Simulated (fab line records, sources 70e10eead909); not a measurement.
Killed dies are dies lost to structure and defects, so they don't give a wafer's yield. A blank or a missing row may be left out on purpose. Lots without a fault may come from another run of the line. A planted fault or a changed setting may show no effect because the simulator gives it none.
fab line records | flow nand_harc | part 1 of 2: steps 1 to 22 of 30
record lots=5 wafers=15 last_day=31
route steps=1302 shown A_CHANNEL_HOLE_D1@477 A_CHANNEL_FILL_D1@490
lots that met no fault: from a run of the same line without faults
start_h: hours from the record's first day to the start of the lot's first wafer shown | wait_h: hours since the lot's step before | " the same as in the row above | L1.1+2: a row that stands for several wafers | - no value, or no start given | * or withheld: withheld | < > ~ a bound
route shown NAME@n: a module of which the file shows steps, and the number in the route of the first | usual: mean/standard deviation of fault-free wafers | same: alike in all rows | chamber/n: place in a boat | sites: the reading at each site | _std_site: their standard deviation | _edge_site: outer sites' mean less inner sites' | radius_mm: how far each site lies from the wafer's centre | mask NAME#n: copy n | behind: the tool/chamber that last shaped the wafer | hold: why the lot was held/for how many hours/how that ended | device: the transistor (n, p or np) that didn't switch | end of line: the same wafers' tests at the end of the route | a step without rows: its recipe alone | killed: dies lost to structure and defects at the first sort, not the wafer's yield | map: a wafer's dies, x killed, . not, _ none there
set.NAME: the setting as run; set.NAME@STEP: as run at that earlier step | model.NAME: the simulator's own value behind a step, which no gauge read
lots at some steps of the route; a table a step, a row a wafer
services: from which hour (start_h, from the record's first day; less than 0 if before it) a tool's chamber was out of use, for how many hours, and why
## steps
# step NHARC_A_CHANNEL_HOLE_D1_ETCH_25
# recipe bias_v=5000 source_w=withheld pressure_mtorr=20 time_s=1040.2 ar_flow_sccm=375 c4f8_flow_sccm=93.8 o2_flow_sccm=31.2 temp_c=-20 target_depth_a=15000 chemistry=C4F8/O2/Ar
# usual drypump_motor_current_A=5.5/0.41 showerhead_plenum_p_Torr=3.63/0.11 throttle_valve_pct=32.236/0.0086
# columns lot.wafer tool chamber start_h wait_h drypump_motor_current_A rf_hours_counter_h showerhead_plenum_p_Torr throttle_valve_pct
L076.2 har_etch-02 1 198.89 0.6 5.8 308 3.58 32.246
L076.1 " 0 " " 5.1 308 3.75 32.232
L076.5 " 0 " " 5.1 - 3.75 32.242
L081.2 har_etch-01 0 258.11 0.6 5.3 125 3.50 32.222
L081.3 " 0 " " 5.2 - 3.50 32.239
L081.5 " 1 " " 6.1 - 3.71 32.244
L083.4 har_etch-02 1 280.87 0.7 5.7 - 3.56 32.242
L083.3 " 0 " " 5.1 - 3.73 32.239
L083.5 " 0 " " 5.1 - 3.73 32.233
L086.1 har_etch-02 0 310.37 0.7 5.1 369 3.72 32.245
L086.3 " 0 " " 5.1 - 3.72 32.237
L086.5 " 0 " " 5.1 - 3.72 32.225
L094.2 har_etch-02 1 378.41 0.6 5.8 411 3.52 32.226
L094.1 " 0 " " 5.1 411 3.70 32.238
L094.5 " 1 " " 5.8 - 3.52 32.244
# step NHARC_A_CHANNEL_HOLE_D1_ETCH_26
# recipe bias_v=300 source_w=2000 pressure_mtorr=30 time_s=224.1 ar_flow_sccm=375 c4f8_flow_sccm=11.4 o2_flow_sccm=113.6 temp_c=-20 target_depth_a=3000 chemistry=C4F8/O2/Ar
# usual bias_v=300.0/3 drypump_motor_current_A=5.5/0.41 showerhead_plenum_p_Torr=3.68/0.12 throttle_valve_pct=24.584/0.0099
# columns lot.wafer tool chamber start_h wait_h bias_v drypump_motor_current_A rf_hours_counter_h showerhead_plenum_p_Torr throttle_valve_pct
L076.2 har_etch-02 1 - - 296.2 5.8 309 3.62 24.567
L076.1 " 0 " " 299.4 5.1 309 3.81 24.577
L076.5 " 0 " " 299.9 5.1 - 3.81 24.571
L081.2 har_etch-01 0 258.98 0.7 304.8 5.2 126 3.54 24.581
L081.3 " 0 " " 304.1 5.2 - 3.54 24.579
L081.5 " 1 " " 299.9 6.1 - 3.76 24.587
L083.4 har_etch-02 1 281.53 0.5 305.4 5.7 - 3.60 24.575
L083.3 " 0 " " 297.4 5.1 - 3.78 24.579
L083.5 " 0 " " 293.2 5.1 - 3.78 24.597
L086.1 har_etch-02 0 311.14 0.6 301.2 5.1 370 3.77 24.594
L086.3 " 0 " " 296.8 5.1 - 3.77 24.584
L086.5 " 0 " " 301.6 5.1 - 3.77 24.603
L094.2 har_etch-02 1 379.28 0.7 304.1 5.8 412 3.57 24.583
L094.1 " 0 " " 295.4 5.1 412 3.75 24.593
L094.5 " 1 " " 299.8 5.8 - 3.57 24.579
# step NHARC_A_CHANNEL_HOLE_D1_ETCH_33
# recipe bias_v=400 source_w=2000 pressure_mtorr=25 time_s=90 ar_flow_sccm=375 c4f8_flow_sccm=41.7 o2_flow_sccm=83.3 temp_c=-20 target_depth_a=4000 chemistry=C4F8/O2/Ar
# usual bias_v=399/4.4 drypump_motor_current_A=5.5/0.41 showerhead_plenum_p_Torr=3.67/0.12 throttle_valve_pct=27.620/0.0097
# columns lot.wafer tool chamber start_h wait_h bias_v drypump_motor_current_A rf_hours_counter_h showerhead_plenum_p_Torr throttle_valve_pct
L076.2 har_etch-02 1 - - 403 5.8 309 3.62 27.618
L076.1 " 0 " " 399 5.1 309 3.80 27.615
L076.5 " 0 " " 391 5.1 - 3.80 27.626
L081.2 har_etch-01 0 259.18 0.2 397 5.2 126 3.54 27.620
L081.3 " 0 " " 402 5.2 - 3.54 27.597
L081.5 " 1 " " 402 6.1 - 3.75 27.618
L083.4 har_etch-02 1 281.72 0.2 400 5.8 - 3.60 27.602
L083.3 " 0 " " 396 5.1 - 3.78 27.604
L083.5 " 0 " " 398 5.1 - 3.78 27.633
L086.1 har_etch-02 0 311.34 0.2 403 5.1 370 3.77 27.623
L086.3 " 0 " " 402 5.1 - 3.77 27.629
L086.5 " 0 " " 403 5.1 - 3.77 27.621
L094.2 har_etch-02 1 379.48 0.2 406 5.7 412 3.56 27.616
L094.1 " 0 " " 401 5.1 412 3.74 27.638
L094.5 " 1 " " 406 5.7 - 3.56 27.605
# step NHARC_A_CHANNEL_HOLE_D1_STRIP_41
# recipe n2_flow_sccm=150 h2_flow_sccm=150 ar_flow_sccm=0 bias_w=0 chemistry=N2/H2
# columns lot.wafer tool chamber start_h wait_h
L076.2+1+5 rie_diel-03 1,0,1 200.48 -
L081.3+2+5 rie_diel-04 1,2,1 259.72 0.4
L083.3+4+5 rie_diel-04 2,1,2 282.20 0.4
L086.1+3+5 rie_diel-04 3,2,0 311.84 0.5
L094.2+1+5 rie_diel-13 2,0,2 380.02 0.5
# step NHARC_A_CHANNEL_HOLE_D1_STRIP_42
# recipe cf4_flow_sccm=100 chf3_flow_sccm=30 ar_flow_sccm=0 bias_w=0 chemistry=CF4/CHF3
# columns lot.wafer tool chamber start_h wait_h
L076.1+2+5 rie_diel-03 2,1,2 200.57 0.1
L081.3+2+5 rie_diel-04 3,1,2 259.80 0.1
L083.3+4+5 rie_diel-04 1,3,1 282.31 0.1
L086.3+1+5 rie_diel-04 0,2,1 311.93 0.1
L094.2+1+5 rie_diel-13 2,0,3 380.10 0.1
# step NHARC_A_CHANNEL_HOLE_D1_STRIP_43
# recipe o2_flow_sccm=400 cos_flow_sccm=20 ar_flow_sccm=0 bias_w=0 chemistry=O2/COS
# columns lot.wafer tool chamber start_h wait_h
L076.1+2+5 rie_diel-03 1,2,0 200.64 0.1
L081.3+2+5 rie_diel-04 3,2,3 259.86 0.1
L083.3+5+4 rie_diel-04 1,3,1 282.38 0.1
L086.1+3+5 rie_diel-04 1,2,0 312.00 0.1
L094.2+1+5 rie_diel-13 2,3,2 380.17 0.1
# step NHARC_A_CHANNEL_HOLE_D1_ETCH_44
# recipe target_depth_a=1400 overetch_a=140 time_s=77 ion_energy_ev=100 cf4_flow_sccm=80 o2_flow_sccm=20 ar_flow_sccm=0 rf_w=300 bias_w=100 chemistry=CF4/O2
# usual cf4_flow_sccm=80.02/0.24 drypump_motor_current_A=5.6/0.34 oes_product_au=1.006/0.016 rf_vpp_V=197.8/1.2 showerhead_plenum_p_Torr=1.33/0.05 throttle_valve_pct=13.397/0.0088
# columns lot.wafer tool chamber start_h wait_h cf4_flow_sccm drypump_motor_current_A oes_product_au rf_hours_counter_h rf_vpp_V showerhead_plenum_p_Torr throttle_valve_pct
L076.2 rie_diel-03 3 200.70 0.1 80.11 5.4 1.022 26 197.5 1.29 13.397
L076.1 " 0 " " 80.42 6.1 1.021 27 197.6 1.25 13.395
L076.5 " 3 " " 80.08 5.4 1.011 - 197.2 1.29 13.401
L081.2 rie_diel-04 2 260.40 0.5 80.47 5.1 0.994 6 197.7 1.36 13.405
L081.3 " 0 " " 80.15 5.5 1.019 6 198.0 1.34 13.385
L081.5 " 3 " " 80.26 5.8 1.033 - 196.8 1.27 13.401
L083.3 rie_diel-04 1 282.44 0.1 80.24 5.4 1.022 8 199.7 1.37 13.378
L083.4 " 1 " " 80.47 5.4 1.026 - 199.0 1.37 13.404
L083.5 " 2 " " 80.18 5.1 0.984 - 199.5 1.36 13.409
L086.3 rie_diel-04 0 312.06 0.0 79.90 5.5 1.004 10 196.5 1.34 13.390
L086.1 " 2 " " 79.92 5.1 0.977 11 197.7 1.36 13.411
L086.5 " 0 " " 80.15 5.5 0.997 - 198.2 1.34 13.388
L094.1 rie_diel-13 3 380.24 0.1 79.80 5.1 0.990 8 196.5 1.27 13.401
L094.2 " 0 " " 80.07 6.0 0.985 7 198.4 1.37 13.387
L094.5 " 1 " " 80.07 5.6 1.002 - 198.5 1.38 13.403
# step NHARC_A_CHANNEL_HOLE_D1_STRIP_27
# recipe o2_flow_sccm=500 ar_flow_sccm=0 bias_w=0 chemistry=O2
# usual drypump_motor_current_A=5.6/0.34 oes_product_au=1.004/0.016 rf_vpp_V=57.7/0.86 showerhead_plenum_p_Torr=3.52/0.13 throttle_valve_pct=17.036/0.0091
# columns lot.wafer tool chamber start_h wait_h drypump_motor_current_A oes_product_au rf_hours_counter_h rf_vpp_V showerhead_plenum_p_Torr throttle_valve_pct
L076.2 rie_diel-03 0 - - 6.2 1.000 27 56.5 3.32 17.023
L076.1 " 2 " " 6.2 0.996 27 60.0 3.38 17.023
L076.5 " 3 " " 5.4 1.015 - 55.9 3.42 17.019
L081.2 rie_diel-04 1 - - 5.4 1.022 7 58.1 3.62 17.052
L081.3 " 2 " " 5.1 0.983 6 58.0 3.60 17.052
L081.5 " 1 " " 5.4 1.018 - 59.9 3.63 17.029
L083.3 rie_diel-04 2 - - 5.1 0.979 8 56.7 3.60 17.023
L083.5 " 2 " " 5.1 0.979 - 57.1 3.60 17.031
L083.4 " 1 " " 5.4 1.028 - 57.8 3.62 17.033
L086.1 rie_diel-04 2 - - 5.1 0.981 11 58.4 3.60 17.047
L086.3 " 3 " " 5.8 1.020 11 56.3 3.36 17.024
L086.5 " 3 " " 5.8 1.023 - 56.8 3.36 17.044
L094.1 rie_diel-13 3 - - 5.2 0.986 8 57.1 3.35 17.050
L094.2 " 1 " " 5.6 1.003 7 57.0 3.65 17.035
L094.5 " 2 " " 6.0 1.000 - 57.3 3.74 17.038
# step NHARC_A_CHANNEL_HOLE_D1_PRECLEAN_28
# recipe time_s=* temp_c=50 bath_age_min=0 chemistry=SC1
# same bath_age_min=0
# columns lot.wafer tool chamber start_h wait_h
L076.5+2+1 wet_bench-04 1,3,5 201.35 -
L081.2+3+5 wet_bench-04 4,7,0 261.06 -
L083.3+4+5 wet_bench-05 1,2,4 283.22 -
L086.3+1+5 wet_bench-05 5,6,0 312.73 -
L094.2+5+1 wet_bench-07 4,5,6 380.89 -
# step NHARC_A_CHANNEL_HOLE_D1_SRD_29
# columns lot.wafer tool chamber start_h wait_h
L076.5+2+1 wet_bench-04 1,3,5 - -
L081.2+3+5 wet_bench-04 4,7,0 - -
L083.3+4+5 wet_bench-05 1,2,4 - -
L086.3+1+5 wet_bench-05 5,6,0 - -
L094.2+5+1 wet_bench-07 4,5,6 - -
# step NHARC_A_CHANNEL_HOLE_D1_CD_MEAS_30
# usual cd_nm=89.5/1.5
# columns lot.wafer tool chamber start_h wait_h cd_nm
L076.1 cd_sem-03 - 201.49 - 88.7
L076.2 " - " " 87.5
L076.5 " - " " 89.4
L081.2 cd_sem-03 - 261.20 - 90.6
L081.3 " - " " 88.0
L081.5 " - " " 90.4
L083.3 cd_sem-02 - 283.36 - 88.2
L083.4 " - " " 90.9
L083.5 " - " " 87.5
L086.1 cd_sem-02 - 312.87 - 86.4
L086.3 " - " " 88.6
L086.5 " - " " 86.7
L094.1 cd_sem-01 - 381.02 - 91.1
L094.2 " - " " 92.0
L094.5 " - " " 89.7
# step NHARC_A_CHANNEL_HOLE_D1_XSEM_31
# recipe landing_energy_ev=35000
# usual bot_cd_nm=74.1/1.6 bow_nm=8.62/0.25 tilt_deg=0.07/0.044
# columns lot.wafer tool chamber start_h wait_h bot_cd_nm bow_nm tilt_deg
L076.1 xsem-01 0 201.57 0.1 73.4 8.44 0.07
L076.2 " 0 " " 71.6 8.34 0.06
L076.5 " 0 " " 73.6 8.43 0.07
L081.2 xsem-01 0 261.28 0.1 75.2 8.62 0.04
L081.3 " 0 " " 72.3 8.55 0.04
L081.5 " 0 " " 74.9 8.60 0.04
L083.3 xsem-02 0 283.46 0.1 71.6 8.65 0.01
L083.4 " 0 " " 74.7 8.63 0.01
L083.5 " 0 " " 71.7 8.65 0.01
L086.1 xsem-01 0 312.95 0.1 69.8 8.53 0.12
L086.3 " 0 " " 72.5 8.60 0.11
L086.5 " 0 " " 70.7 8.55 0.12
L094.1 xsem-02 0 381.11 0.1 76.0 9.16 0.03
L094.2 " 0 " " 76.7 9.26 0.03
L094.5 " 0 " " 74.8 9.21 0.03
# step NHARC_A_CHANNEL_HOLE_D1_INSPECT_40
# usual raw_defect_count=73/28
# columns lot.wafer tool chamber start_h wait_h raw_defect_count
L076.1 defect_inspect-02 - 201.67 - 118
L076.2 " - " " 74
L076.5 " - " " 98
L081.2 defect_inspect-02 - 261.38 - 41
L081.3 " - " " 46
L081.5 " - " " 34
L083.3 defect_inspect-01 - 283.55 - 70
L083.4 " - " " 100
L083.5 " - " " 98
L086.1 defect_inspect-01 - 313.05 - 100
L086.3 " - " " 81
L086.5 " - " " 85
L094.1 defect_inspect-02 - 381.21 - 103
L094.2 " - " " 105
L094.5 " - " " 86
# step NHARC_A_CHANNEL_FILL_D1_PRECLEAN_00
# recipe time_s=* temp_c=50 bath_age_min=0 chemistry=SC1
# same bath_age_min=0
# columns lot.wafer tool chamber start_h wait_h
L076.5+2+1 wet_bench-02 3,4,0 201.72 0.0
L081.2+5+3 wet_bench-02 7,0,1 261.44 0.1
L083.5+4+3 wet_bench-03 2,5,6 283.60 0.1
L086.3+1+5 wet_bench-01 7,1,3 313.11 0.1
L094.5+1+2 wet_bench-01 2,5,6 381.27 0.1
# step NHARC_A_CHANNEL_FILL_D1_SRD_01
# columns lot.wafer tool chamber start_h wait_h
L076.5+2+1 wet_bench-02 3,4,0 - -
L081.2+5+3 wet_bench-02 7,0,1 - -
L083.5+4+3 wet_bench-03 2,5,6 - -
L086.3+1+5 wet_bench-01 7,1,3 - -
L094.5+1+2 wet_bench-01 2,5,6 - -
# step NHARC_A_CHANNEL_FILL_D1_ALD_02
# recipe target_thk_a=60 pulse_time_s=10 ald_cycles=60 temp_c=300 material=SiO2
# usual heater_power_w=458/40 precursor_pulse_height_rel=1.002/0.019
# columns lot.wafer tool chamber start_h wait_h heater_power_w precursor_pulse_height_rel since_wet_clean_h
L076.1 ald_hk-02 1 201.93 - 480 0.982 22
L076.2 " 3 " " 432 1.026 22
L076.5 " 0 " " 459 1.009 -
L081.2 ald_hk-02 3 261.64 - 441 0.959 82
L081.3 " 0 " " 444 1.021 82
L081.5 " 2 " " 428 0.960 -
L083.4 ald_hk-02 3 283.81 - 455 1.067 104
L083.3 " 1 " " 474 0.995 104
L083.5 " 3 " " 450 1.013 -
L086.3 ald_hk-02 2 313.31 - 422 1.010 133
L086.1 " 0 " " 456 1.011 134
L086.5 " 2 " " 433 1.012 -
L094.1 ald_hk-01 2 381.55 - 462 1.027 71
L094.2 " 3 " " 433 0.995 71
L094.5 " 0 " " 542 0.985 -
# step NHARC_A_CHANNEL_FILL_D1_ALD_03
# recipe target_thk_a=60 pulse_time_s=60 ald_cycles=58 temp_c=630 pressure_torr=2 material=SiNx
# usual precursor_pulse_height_rel=0.998/0.02
# columns lot.wafer tool chamber start_h wait_h precursor_pulse_height_rel
L076.1 ald_sin_batch-01 0 - - 0.994
L076.2 " 0 " " 1.013
L076.5 " 0 " " 1.015
L081.2 ald_sin_batch-03 0 - - 1.047
L081.3 " 0 " " 1.023
L081.5 " 0 " " 0.980
L083.3 ald_sin_batch-01 0 - - 1.006
L083.4 " 0 " " 1.024
L083.5 " 0 " " 1.007
L086.1 ald_sin_batch-02 0 - - 0.987
L086.3 " 0 " " 1.006
L086.5 " 0 " " 1.004
L094.1 ald_sin_batch-03 0 - - 0.982
L094.2 " 0 " " 0.994
L094.5 " 0 " " 1.011
# step NHARC_A_CHANNEL_FILL_D1_ALD_14
# recipe target_thk_a=25 pulse_time_s=10 ald_cycles=25 temp_c=300 material=SiO2
# usual heater_power_w=468/45 precursor_pulse_height_rel=1.000/0.02
# columns lot.wafer tool chamber start_h wait_h heater_power_w precursor_pulse_height_rel since_wet_clean_h
L076.1 ald_hk-02 1 208.89 0.1 494 0.992 29
L076.2 " 3 " " 443 1.015 29
L076.5 " 0 " " 465 1.023 -
L081.3 ald_hk-01 3 266.76 0.1 426 0.961 134
L081.2 " 0 " " 503 1.059 134
L081.5 " 1 " " 519 1.005 -
L083.3 ald_hk-03 3 290.70 0.0 537 1.021 68
L083.4 " 2 " " 381 1.010 68
L083.5 " 0 " " 433 0.976 -
L086.3 ald_hk-03 2 320.23 0.0 377 0.997 98
L086.1 " 3 " " 510 0.980 98
L086.5 " 2 " " 382 1.048 -
L094.1 ald_hk-01 2 386.96 0.1 474 1.002 76
L094.2 " 3 " " 430 1.008 76
L094.5 " 0 " " 544 0.990 -
# step NHARC_A_CHANNEL_FILL_D1_ALD_15
# recipe target_thk_a=20 pulse_time_s=60 ald_cycles=19 temp_c=630 pressure_torr=2 material=SiNx
# usual precursor_pulse_height_rel=1.000/0.02
# columns lot.wafer tool chamber start_h wait_h precursor_pulse_height_rel
L076.1 ald_sin_batch-01 0 - - 1.007
L076.2 " 0 " " 0.986
L076.5 " 0 " " 1.015
L081.2 ald_sin_batch-01 0 - - 0.995
L081.3 " 0 " " 0.987
L081.5 " 0 " " 1.015
L083.3 ald_sin_batch-01 0 - - 0.989
L083.4 " 0 " " 0.986
L083.5 " 0 " " 0.990
L086.1 ald_sin_batch-02 0 - - 0.976
L086.3 " 0 " " 1.011
L086.5 " 0 " " 1.001
L094.1 ald_sin_batch-02 0 - - 0.990
L094.2 " 0 " " 1.015
L094.5 " 0 " " 0.976
# step NHARC_A_CHANNEL_FILL_D1_ALD_16
# recipe target_thk_a=15 pulse_time_s=10 ald_cycles=15 temp_c=300 material=SiO2
# usual heater_power_w=468/42 precursor_pulse_height_rel=1.001/0.019
# columns lot.wafer tool chamber start_h wait_h heater_power_w precursor_pulse_height_rel since_wet_clean_h
L076.2 ald_hk-01 3 214.20 0.2 406 0.972 82
L076.1 " 2 " " 466 1.002 82
L076.5 " 0 " " 508 1.007 -
L081.3 ald_hk-01 1 271.85 0.0 530 0.994 139
L081.2 " 3 " " 431 1.009 140
L081.5 " 2 " " 468 0.990 -
L083.3 ald_hk-02 1 295.86 0.0 480 1.036 116
L083.4 " 0 " " 460 1.007 116
L083.5 " 1 " " 490 1.027 -
L086.3 ald_hk-01 1 325.45 0.1 529 0.983 14
L086.1 " 2 " " 472 0.977 15
L086.5 " 1 " " 547 0.994 -
L094.1 ald_hk-01 1 392.12 0.1 518 1.003 81
L094.2 " 2 " " 473 1.010 81
L094.5 " 0 " " 538 1.001 -
# step NHARC_A_CHANNEL_FILL_D1_ANNEAL_17
# recipe temp_c=850 time_s=1800
# usual spike_tc_upper_C=850.4/1.3 tube_center_temp_C=850.01/0.074
# columns lot.wafer tool chamber start_h wait_h spike_tc_upper_C tube_center_temp_C
L076.1 furnace-02 0 217.36 - 850.9 850.08
L076.2 " 0 " " 851.9 850.06
L076.5 " 0 " " 852.4 849.92
L081.2 furnace-01 0 276.74 - 848.6 849.86
L081.3 " 0 " " 850.0 850
L081.5 " 0 " " 849.3 849.97
L083.3 furnace-02 0 299.18 - 851.4 849.97
L083.4 " 0 " " 850.6 850.13
L083.5 " 0 " " 852.0 850.12
L086.1 furnace-01 0 328.67 - 850.3 850
L086.3 " 0 " " 850.7 850.02
L086.5 " 0 " " 849.6 850.11
L094.1 furnace-02 0 395.36 - 850.8 849.82
L094.2 " 0 " " 851.1 849.89
L094.5 " 0 " " 851.9 850.01
# step NHARC_A_CHANNEL_FILL_D1_CVD_18
# recipe target_thk_a=30 temp_c=550 material=poly-Si
# usual spike_tc_upper_C=549.2/1.1 tube_center_temp_C=550.01/0.05
# columns lot.wafer tool chamber start_h wait_h spike_tc_upper_C tube_center_temp_C
L076.1 lpcvd_poly-01 0 223.75 - 546.9 550
L076.2 " 0 " " 549.3 550.03
L076.5 " 0 " " 550.3 550.06
L081.2 lpcvd_poly-02 0 283.25 - 550.1 550.01
L081.3 " 0 " " 549.1 549.87
L081.5 " 0 " " 550.5 550.08
L083.3 lpcvd_poly-04 0 305.74 - 549.4 549.95
L083.4 " 0 " " 548.6 550.03
L083.5 " 0 " " 551.4 549.96
L086.1 lpcvd_poly-02 0 335.16 - 548.1 550.01
L086.3 " 0 " " 547.8 550.06
L086.5 " 0 " " 549.5 550.03
L094.1 lpcvd_poly-04 0 401.95 - 549.2 550.05
L094.2 " 0 " " 550.5 550.02
L094.5 " 0 " " 550.1 549.98
